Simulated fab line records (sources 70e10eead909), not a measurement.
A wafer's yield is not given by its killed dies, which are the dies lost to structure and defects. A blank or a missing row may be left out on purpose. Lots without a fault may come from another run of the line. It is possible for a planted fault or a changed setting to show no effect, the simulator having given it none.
Matching of chambers | flow nand-harc | 4 sister chambers for NHARC_A_CHANNEL_FILL_D2_CMP_10 on cmp-03
The step polishes, target thk 150 nm. 4 wafers are shown with their chamber, then 10 later ones without.

EACH WAFER AND ITS CHAMBER
wafer  | chamber | motor-current-A (A)
L086.2 | 2       | 12.8
L088.4 | 3       | 13.5
L094.1 | 0       | 13.7
L094.3 | 1       | 9.9

WAFERS WITH NO CHAMBER GIVEN
wafer  | motor-current-A (A)
L094.6 | 10.1
L095.1 | 13.8
L095.4 | 11.7
L095.5 | 12.1
L096.1 | 13.2
L096.3 | 13.1
L096.4 | 9.9
L097.2 | 9.7
L097.4 | 12.8
L097.5 | 12.0

WHICH CHAMBER EACH ONE RAN IN
wafer  | from the rows above               | in truth
L094.6 | 1                                 | 1
L095.1 | can't be placed: 0 or 3 or 2      | 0
L095.4 | can't be placed: 2 or 1 or 3 or 0 | 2
L095.5 | can't be placed: 2 or 3 or 0      | 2
L096.1 | can't be placed: 3 or 2 or 0      | 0
L096.3 | can't be placed: 2 or 3 or 0      | 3
L096.4 | 1                                 | 1
L097.2 | 1                                 | 1
L097.4 | can't be placed: 2 or 3 or 0      | 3
L097.5 | can't be placed: 2 or 3 or 0      | 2
Correctly placed: 3 of 10. From these rows, 7 cannot be placed; in 7 the true chamber is one of the candidates. Wrongly placed: 0.
How it was worked out, from the rows above alone: a wafer's distance from a chamber is the root of the sum, over the readings, of the square of ((its reading less the chamber's mean) divided by the reading's scatter). The wafer belongs to the nearest chamber; if the next one is less than 2 further off, it can't be placed. A chamber's mean is the mean of its shown wafers. The scatter: root of mean squared gap, hidden wafer to nearest shown wafer, with one shown wafer a chamber.
